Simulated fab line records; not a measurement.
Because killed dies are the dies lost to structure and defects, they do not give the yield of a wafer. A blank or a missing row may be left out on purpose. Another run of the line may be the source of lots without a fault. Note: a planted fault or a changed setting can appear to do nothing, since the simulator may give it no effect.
8D (eight disciplines) problem report, filled in by code ; flow n5-finfet ; the parts of the form that need people (team, actions taken, sign-off) are left out

== 1. THE PROBLEM ==
Wafers without a fault read 2769.8 s, standard deviation 0.57; run-length-s at N5_MOL_CONTACT_COAG_ALD_27 reads a mean of 2482.6 s on 4 wafers belonging to 3 lots. That is -99 or more standard deviations from the usual mean.
The step: deposits SiOC, target thk 17 nm, pulse time 1.5 s, time 2720 s.
Earliest sighting: wafer L666.2 on ald-sin-02 at day 8 07:55. Wafers with a number at this step in the record: 29, from 10 lots. Rule for "out" (also "out of limits"): further than 4 standard deviations from the usual mean. The rest of the wafers with a number are treated as sound.

== 2. WHAT IT IS; WHAT IT IS NOT ==
question;is;is not
which readings at this step;run-length-s;precursor-pulse-height-rel
which lots;L666, L670, L672;L655, L656, L659, L661, L663, L665, L677
which wafers of those lots;L666.2, L670.2, L672.2, L672.3;L666.4, L666.5, L670.1, L670.6
read on which tools;ald-sin-02;ald-sin-03, ald-sin-04
when;from day 8 07:55;"up to then (20 sound wafers); but 5 sound wafers of L670, L677 came after"

== 3. WHAT RULES OUT EACH SUSPECT ==
Counting: any tool at a process step up to the reading remains a suspect provided it ran every lot that is out. Sound lots after the first of them don't rule it out here, since some wafers of a struck lot are sound.
- ald-sin-02 at N5_MOL_CONTACT_COAG_ALD_27 (deposits SiOC, target thk 17 nm, pulse time 1.5 s, time 2720 s): kept. Every lot that is out went through it, the first being L666 (day 8 07:55); the last sound lot it ran before that was L665 (day 8 03:59). Its own readings are out on those wafers: run-length-s.
Left after counting: ald-sin-02 at N5_MOL_CONTACT_COAG_ALD_27.

== 4. THE CAUSE (what the simulator had put in) ==
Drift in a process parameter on ald-sin-02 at N5_MOL_CONTACT_COAG_ALD_27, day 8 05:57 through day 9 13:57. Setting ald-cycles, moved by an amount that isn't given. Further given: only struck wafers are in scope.
Only this tool survived the counting.

== 5. THE CHAIN OF EFFECTS, in route order ==
Each row: a reading whose mean over the struck wafers that have a number lies more than 3 standard deviations from the usual. Only readings whose record carries a usual standard deviation are examined. hours: median over the lots of the time between each lot's start at the first step of this table that gives one and its start at this step. sigmas: the change, counted in usual standard deviations.
hours;step;reading;usual;on struck wafers;change;sigmas
0;N5_MOL_CONTACT_COAG_ALD_27;run-length-s;2769.8 s;2482.6;-287.2;-99 or more
Its process steps:
- N5_MOL_CONTACT_COAG_ALD_27: deposits SiOC, target thk 17 nm, pulse time 1.5 s, time 2720 s.

== 6. WHAT WOULD HAVE CAUGHT IT SOONER ==
In this record no reading fell out of limits until day 8 07:55, 2 hours after the fault had begun at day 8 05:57.
